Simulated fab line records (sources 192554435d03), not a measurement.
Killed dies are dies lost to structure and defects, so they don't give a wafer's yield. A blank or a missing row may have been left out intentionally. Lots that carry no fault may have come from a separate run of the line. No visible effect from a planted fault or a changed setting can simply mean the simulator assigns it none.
Problem report, 8D (eight disciplines) form, completed by code || flow n5Finfet || the parts of the form that need people (team, actions taken, sign-off) are left out

1. PROBLEM STATEMENT
Mean of powerW at N5_HKMG_FIN_STRIP_90: 584.6 W across 5 wafers in 2 lots; on wafers with no fault it is 500.0 W (standard deviation 1.5). Relative to the usual mean, that is a shift of +56 standard deviations.
The step: strips SOC in N2/H2, time 20 s.
First observed at day 8 11:14: wafer L895.2, on rieDiel-05. The record has a number at this step for 26 wafers belonging to 9 lots. Rule for "out", or "out of limits": more than 4 standard deviations from the usual mean. The rest of the wafers with a number are treated as sound.

2. WHAT IT IS; WHAT IT IS NOT
{"question": "which readings at this step", "is": "powerW", "is not": "drypumpMotorCurrentA, oesProductAu, rfVppV, showerheadPlenumPTorr, throttleValvePct"}
{"question": "which lots", "is": "L895, L898", "is not": "L880, L883, L884, L886, L888, L901, L902"}
{"question": "which wafers of those lots", "is": "all that have a number", "is not": "-"}
{"question": "read on which tools", "is": "rieDiel-05", "is not": "rieDiel-01, rieDiel-02"}
{"question": "when", "is": "from day 8 11:14", "is not": "up to then (15 sound wafers); but 6 sound wafers of L901, L902 came after"}

3. WHAT RULES OUT EACH SUSPECT
Counting: a tool at any process step up to the reading remains a suspect when it ran all the lots that are out and ran no sound lot after the first of those.
- rieDiel-05 at N5_HKMG_FIN_STRIP_90 (strips SOC in N2/H2, time 20 s): kept. It ran every lot that is out, first L895 (day 8 11:14), and no sound lot after that; its last sound lot up to then is L886 (day 5 19:55). Out on those wafers are its own readings of powerW.
Left after counting: rieDiel-05 at N5_HKMG_FIN_STRIP_90.

4. THE CAUSE (what the simulator had put in)
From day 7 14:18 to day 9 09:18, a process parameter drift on rieDiel-05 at N5_HKMG_FIN_STRIP_90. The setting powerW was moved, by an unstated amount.
Counting left only this tool.

5. THE CHAIN OF EFFECTS, in route order
Each row: a reading where the mean over the struck wafers with a number is more than 3 standard deviations away from the usual. Scope: only readings with a usual standard deviation given in the record; hours: median across lots of the time from each lot's start at the first step in this table that gives one to its start at this step; sigmas: change in usual standard deviations.
{"hours": 0, "step": "N5_HKMG_FIN_STRIP_90", "reading": "powerW", "usual": "500.0 W", "on struck wafers": 584.6, "change": "+84.6", "sigmas": "+56"}
The process steps in it:
- N5_HKMG_FIN_STRIP_90: strips SOC in N2/H2, time 20 s.
Later steps that measure or inspect, where all struck wafers having a row at the step show a number for every such reading and not one has moved that far: N5_BEOL_M4_RC_MEAS_101.

6. WHAT WOULD HAVE CAUGHT IT SOONER
21 hours passed between the start of the fault at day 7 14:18 and the first reading out of limits in this record, taken at day 8 11:14.
